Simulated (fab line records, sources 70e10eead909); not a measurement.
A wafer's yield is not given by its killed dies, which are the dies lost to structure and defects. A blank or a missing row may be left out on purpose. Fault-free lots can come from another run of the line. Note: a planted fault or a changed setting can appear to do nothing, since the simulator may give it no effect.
Matching of chambers    flow nand_harc    NHARC_P_M1_DEP_33 on pecvd-04: 3 sister chambers
The step deposits SiCN, target thk 30 nm. 3 wafers are shown with their chamber, then 8 later ones without.

== WAFERS, EACH WITH ITS CHAMBER ==
wafer   chamber  heater_power_w (W)
L089.1  2        664
L089.5  1        537
L090.1  0        458

== WAFERS WITH NO CHAMBER GIVEN ==
wafer   heater_power_w (W)
L090.2  695
L090.4  520
L092.1  588
L092.3  596
L092.4  517
L094.1  589
L094.2  543
L094.6  529

== THE CHAMBER EACH PASSED THROUGH ==
wafer   from the rows above      in truth
L090.2  2                        2
L090.4  can't be placed: 1 or 0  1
L092.1  can't be placed: 1 or 2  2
L092.3  can't be placed: 1 or 2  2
L092.4  can't be placed: 1 or 0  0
L094.1  can't be placed: 1 or 2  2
L094.2  1                        1
L094.6  can't be placed: 1 or 0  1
Correct placement for 2 of the 8. From these rows, 6 cannot be placed; in 6 the true chamber is one of the candidates. Placed wrongly: 0.
How it was worked out, from the rows above alone: a wafer's distance from a chamber is the root of the sum, over the readings, of the square of ((its reading less the chamber's mean) divided by the reading's scatter). If the next closest chamber is less than 2 further off than the closest, the wafer can't be placed; otherwise it belongs to the closest. Each chamber's mean is taken over the wafers shown for it. The scatter (one wafer shown for each chamber): square how far every hidden wafer sits from the nearest shown wafer, average those squares and take the square root.
